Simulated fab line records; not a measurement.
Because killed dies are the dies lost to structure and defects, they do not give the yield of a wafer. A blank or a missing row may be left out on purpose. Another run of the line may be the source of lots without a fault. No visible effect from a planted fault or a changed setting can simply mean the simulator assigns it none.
Matching of chambers -- flow nand harc -- NHARC_A_SGD_CUT_ETCHBACK_24 on rie diel-04: 4 sister chambers
The step etches the open film in CH3F/O2, target depth 50 nm, time 92.857 s. 14 wafers are shown with their chamber, then 7 later ones without.

## WAFERS PAIRED WITH THEIR CHAMBERS
wafer,chamber,showerhead plenum p Torr (Torr),drypump motor current A (A),rf vpp V (V)
L710.1,0,2.28,5.3,242.5
L710.4,1,2.28,6.6,242.0
L710.5,1,2.28,6.6,242.1
L716.3,2,2.31,5.7,242.4
L716.4,0,2.28,5.3,241.3
L716.6,2,2.31,5.8,242.3
L718.2,0,2.28,5.3,241.9
L718.4,2,2.31,5.8,241.7
L718.5,3,2.46,5.5,244.0
L717.1,2,2.31,5.7,242.3
L717.3,1,2.28,6.6,240.5
L717.5,1,2.28,6.5,241.4
L723.1,3,2.45,5.5,244.7
L723.4,2,2.31,5.8,242.0

SIGNATURES (means of the wafers above)
reading,chamber 0,chamber 1,chamber 2,chamber 3,scatter within a chamber
showerhead plenum p Torr,2.2800,2.2800,2.3100,2.4550,0.00224
drypump motor current A,5.300,6.575,5.760,5.500,0.0442
rf vpp V,241.900,241.500,242.140,244.350,0.54
Rule: a wafer's distance from a chamber is the root of the sum, over the readings, of the square of ((its reading less the chamber's mean) divided by the reading's scatter). The wafer belongs to the nearest chamber; if the next one is less than 2 further off, it can't be placed. The scatter: take each reading less its chamber's mean, square it, sum over the shown wafers, divide by the number of wafers less the number of chambers, and take the root.

## WAFERS WHOSE CHAMBER IS MISSING
wafer,showerhead plenum p Torr (Torr),drypump motor current A (A),rf vpp V (V)
L723.6,2.28,5.4,242.2
L728.1,2.31,5.8,242.7
L728.2,2.45,5.5,245.6
L728.4,2.28,5.3,240.9
L730.2,2.28,6.5,241.6
L730.4,2.45,5.5,244.5
L730.5,2.28,6.5,242.2

## CHAMBER TAKEN BY EACH
wafer,from the rows above,in truth
L723.6,0,0
L728.1,2,2
L728.2,3,3
L728.4,0,0
L730.2,1,1
L730.4,3,3
L730.5,1,1
Placed correctly: 7 of 7. Not placeable from these rows: 0. Wrongly placed: 0.
